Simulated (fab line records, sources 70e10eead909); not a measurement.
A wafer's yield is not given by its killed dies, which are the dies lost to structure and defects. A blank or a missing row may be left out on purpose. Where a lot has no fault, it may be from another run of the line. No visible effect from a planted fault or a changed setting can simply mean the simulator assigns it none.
One fault seen from 2 desks | flow nand-harc | each desk has only its own numbers; what lay behind them comes last

## METROLOGY DESK
What the gauges read, lot by lot, whatever tool the lot ran on: means of the sampled wafers that have a number. A lot is out of limits, marked OUT, if its mean lies more than 4 standard deviations from the usual mean; the brackets give that distance.
Columns: A = thk-nm at NHARC_A_ONON_D1_THK_MEAS_02, usual 999 nm; B = thk-nm at NHARC_A_ONON_D1_THK_MEAS_27, usual 1000 nm
lot  | first seen here | A    | B
L357 | day 7 23:20     | 1000 | 1007
L359 | day 8 05:52     | 996  | 997
L360 | day 8 23:10     | 993  | 999
L362 | day 9 16:35     | 984  | 999
L364 | day 10 17:20    | 1012 | 1001
L365 | day 10 21:57    | 1001 | 998
L366 | day 11 14:12    | 997  | 1009
L367 | day 12 00:44    | 993  | 990
L370 | day 12 23:02    | 996  | 1000
L371 | day 14 01:27    | 992  | 786 (-23) OUT
L373 | day 14 10:44    | 1004 | 776 (-24) OUT
L374 | day 14 20:11    | 990  | 790 (-23) OUT
L378 | day 16 08:26    | 1004 | 1003
L379 | day 16 18:47    | 1008 | 1005
L380 | day 17 04:14    | 1024 | 984
Finding of this desk: L371, L373, L374 out of limits; the first was L371 at day 14 12:59, on thk-nm at NHARC_A_ONON_D1_THK_MEAS_27. Within limits: L357, L359, L360, L362, L364, L365, L366, L367, L370, L378, L379, L380.

## THE DEFECT DESK
Counts from the inspections along the route, per lot, as means over the sampled wafers that have a number. A lot is out of limits, marked OUT, if its mean lies more than 4 standard deviations from the usual mean; the brackets give that distance.
Columns: A = raw-defect-count at NHARC_A_ONON_D1_INSPECT_32, usual 70
lot  | first seen here | A
L357 | day 8 12:20     | 72
L359 | day 8 21:14     | 57
L360 | day 9 12:19     | 57
L362 | day 10 05:30    | 66
L364 | day 11 06:28    | 121
L365 | day 11 10:50    | 62
L366 | day 12 03:07    | 57
L367 | day 12 13:50    | 108
L370 | day 13 13:49    | 87
L371 | day 14 14:07    | 84
L373 | day 14 23:42    | 38
L374 | day 15 11:24    | 65
L378 | day 16 21:17    | 71
L379 | day 17 07:40    | 53
L380 | day 17 18:29    | 44
This desk's finding: nothing out of limits on any of the 15 lots.

## TAKEN TOGETHER
At day 14 12:59 the metrology desk could have sounded an alarm, on L371, L373, L374.
Nothing out of limits was seen by the defect desk.
The defect desk has L371, L373, L374 on record, within its limits.
The lots listed all ran NHARC_A_ONON_D1_DEP_25 on pecvd-onon-02.

## WHAT HAD BEEN PUT IN BY THE SIMULATOR
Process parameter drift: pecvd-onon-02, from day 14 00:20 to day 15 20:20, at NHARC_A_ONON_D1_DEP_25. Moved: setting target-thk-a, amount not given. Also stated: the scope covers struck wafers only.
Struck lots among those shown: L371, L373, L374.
Delay in hours, fault start to first out-of-limits reading, per desk: metrology desk 13.
